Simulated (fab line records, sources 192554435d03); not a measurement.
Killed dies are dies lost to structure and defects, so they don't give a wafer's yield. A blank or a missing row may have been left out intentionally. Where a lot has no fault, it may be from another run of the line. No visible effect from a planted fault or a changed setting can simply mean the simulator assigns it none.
Matching of chambers || flow n5-finfet || 4 sister chambers for N5_BEOL_M8_STRIP_67 on rie-diel-04
The step strips in CF4. 20 wafers are shown with their chamber, then 10 later ones without.

EACH WAFER AND ITS CHAMBER
{"wafer": "L075.1", "chamber": 2, "drypump-motor-current-A (A)": 5.6, "showerhead-plenum-p-Torr (Torr)": 1.85, "throttle-valve-pct (%)": 14.03}
{"wafer": "L075.5", "chamber": 2, "drypump-motor-current-A (A)": 5.6, "showerhead-plenum-p-Torr (Torr)": 1.85, "throttle-valve-pct (%)": 14.02}
{"wafer": "L075.6", "chamber": 1, "drypump-motor-current-A (A)": 6.2, "showerhead-plenum-p-Torr (Torr)": 1.89, "throttle-valve-pct (%)": 13.44}
{"wafer": "L076.1", "chamber": 1, "drypump-motor-current-A (A)": 6.2, "showerhead-plenum-p-Torr (Torr)": 1.89, "throttle-valve-pct (%)": 13.48}
{"wafer": "L076.2", "chamber": 2, "drypump-motor-current-A (A)": 5.6, "showerhead-plenum-p-Torr (Torr)": 1.85, "throttle-valve-pct (%)": 14.06}
{"wafer": "L076.3", "chamber": 3, "drypump-motor-current-A (A)": 5.6, "showerhead-plenum-p-Torr (Torr)": 1.89, "throttle-valve-pct (%)": 13.62}
{"wafer": "L076.4", "chamber": 0, "drypump-motor-current-A (A)": 5.5, "showerhead-plenum-p-Torr (Torr)": 1.75, "throttle-valve-pct (%)": 13.31}
{"wafer": "L076.5", "chamber": 0, "drypump-motor-current-A (A)": 5.5, "showerhead-plenum-p-Torr (Torr)": 1.75, "throttle-valve-pct (%)": 13.32}
{"wafer": "L076.6", "chamber": 1, "drypump-motor-current-A (A)": 6.2, "showerhead-plenum-p-Torr (Torr)": 1.89, "throttle-valve-pct (%)": 13.47}
{"wafer": "L087.3", "chamber": 3, "drypump-motor-current-A (A)": 5.6, "showerhead-plenum-p-Torr (Torr)": 1.89, "throttle-valve-pct (%)": 13.66}
{"wafer": "L087.4", "chamber": 2, "drypump-motor-current-A (A)": 5.6, "showerhead-plenum-p-Torr (Torr)": 1.85, "throttle-valve-pct (%)": 14.10}
{"wafer": "L087.6", "chamber": 3, "drypump-motor-current-A (A)": 5.6, "showerhead-plenum-p-Torr (Torr)": 1.89, "throttle-valve-pct (%)": 13.65}
{"wafer": "L089.1", "chamber": 1, "drypump-motor-current-A (A)": 6.2, "showerhead-plenum-p-Torr (Torr)": 1.89, "throttle-valve-pct (%)": 13.51}
{"wafer": "L089.2", "chamber": 3, "drypump-motor-current-A (A)": 5.6, "showerhead-plenum-p-Torr (Torr)": 1.89, "throttle-valve-pct (%)": 13.64}
{"wafer": "L089.4", "chamber": 0, "drypump-motor-current-A (A)": 5.5, "showerhead-plenum-p-Torr (Torr)": 1.74, "throttle-valve-pct (%)": 13.34}
{"wafer": "L091.1", "chamber": 2, "drypump-motor-current-A (A)": 5.6, "showerhead-plenum-p-Torr (Torr)": 1.84, "throttle-valve-pct (%)": 14.11}
{"wafer": "L091.4", "chamber": 3, "drypump-motor-current-A (A)": 5.7, "showerhead-plenum-p-Torr (Torr)": 1.88, "throttle-valve-pct (%)": 13.66}
{"wafer": "L091.6", "chamber": 0, "drypump-motor-current-A (A)": 5.5, "showerhead-plenum-p-Torr (Torr)": 1.74, "throttle-valve-pct (%)": 13.34}
{"wafer": "L094.1", "chamber": 3, "drypump-motor-current-A (A)": 5.7, "showerhead-plenum-p-Torr (Torr)": 1.88, "throttle-valve-pct (%)": 13.69}
{"wafer": "L094.4", "chamber": 0, "drypump-motor-current-A (A)": 5.5, "showerhead-plenum-p-Torr (Torr)": 1.74, "throttle-valve-pct (%)": 13.35}

SIGNATURES (means of the wafers above)
{"reading": "drypump-motor-current-A", "chamber 0": 5.500, "chamber 1": 6.200, "chamber 2": 5.600, "chamber 3": 5.633, "scatter within a chamber": 0.0289}
{"reading": "showerhead-plenum-p-Torr", "chamber 0": 1.7440, "chamber 1": 1.8900, "chamber 2": 1.8480, "chamber 3": 1.8867, "scatter within a chamber": 0.00456}
{"reading": "throttle-valve-pct", "chamber 0": 13.3320, "chamber 1": 13.4750, "chamber 2": 14.0640, "chamber 3": 13.6533, "scatter within a chamber": 0.0283}
Rule: for a wafer and a chamber, the distance is found by dividing, reading by reading, the gap between the wafer's reading and the chamber's mean by the reading's scatter, squaring, summing and taking the root. The wafer belongs to the nearest chamber; if the next one is less than 2 further off, it can't be placed. The scatter is the square root of a quotient: the sum, over the shown wafers, of each reading's squared deviation from its chamber's mean, divided by wafers minus chambers.

WAFERS MISSING THEIR CHAMBER
{"wafer": "L094.6", "drypump-motor-current-A (A)": 5.6, "showerhead-plenum-p-Torr (Torr)": 1.84, "throttle-valve-pct (%)": 14.11}
{"wafer": "L093.3", "drypump-motor-current-A (A)": 5.6, "showerhead-plenum-p-Torr (Torr)": 1.84, "throttle-valve-pct (%)": 14.10}
{"wafer": "L093.4", "drypump-motor-current-A (A)": 6.2, "showerhead-plenum-p-Torr (Torr)": 1.88, "throttle-valve-pct (%)": 13.54}
{"wafer": "L093.6", "drypump-motor-current-A (A)": 5.5, "showerhead-plenum-p-Torr (Torr)": 1.74, "throttle-valve-pct (%)": 13.38}
{"wafer": "L096.1", "drypump-motor-current-A (A)": 5.5, "showerhead-plenum-p-Torr (Torr)": 1.74, "throttle-valve-pct (%)": 13.36}
{"wafer": "L096.2", "drypump-motor-current-A (A)": 5.6, "showerhead-plenum-p-Torr (Torr)": 1.84, "throttle-valve-pct (%)": 14.11}
{"wafer": "L096.5", "drypump-motor-current-A (A)": 5.6, "showerhead-plenum-p-Torr (Torr)": 1.88, "throttle-valve-pct (%)": 13.69}
{"wafer": "L097.1", "drypump-motor-current-A (A)": 5.5, "showerhead-plenum-p-Torr (Torr)": 1.74, "throttle-valve-pct (%)": 13.38}
{"wafer": "L097.4", "drypump-motor-current-A (A)": 5.6, "showerhead-plenum-p-Torr (Torr)": 1.88, "throttle-valve-pct (%)": 13.70}
{"wafer": "L097.6", "drypump-motor-current-A (A)": 5.5, "showerhead-plenum-p-Torr (Torr)": 1.74, "throttle-valve-pct (%)": 13.37}

CHAMBER TAKEN BY EACH
{"wafer": "L094.6", "from the rows above": 2, "in truth": 2}
{"wafer": "L093.3", "from the rows above": 2, "in truth": 2}
{"wafer": "L093.4", "from the rows above": 1, "in truth": 1}
{"wafer": "L093.6", "from the rows above": 0, "in truth": 0}
{"wafer": "L096.1", "from the rows above": 0, "in truth": 0}
{"wafer": "L096.2", "from the rows above": 2, "in truth": 2}
{"wafer": "L096.5", "from the rows above": 3, "in truth": 3}
{"wafer": "L097.1", "from the rows above": 0, "in truth": 0}
{"wafer": "L097.4", "from the rows above": 3, "in truth": 3}
{"wafer": "L097.6", "from the rows above": 0, "in truth": 0}
Correct placement for 10 of the 10. Number that these rows cannot place: 0. 0 placed wrongly.
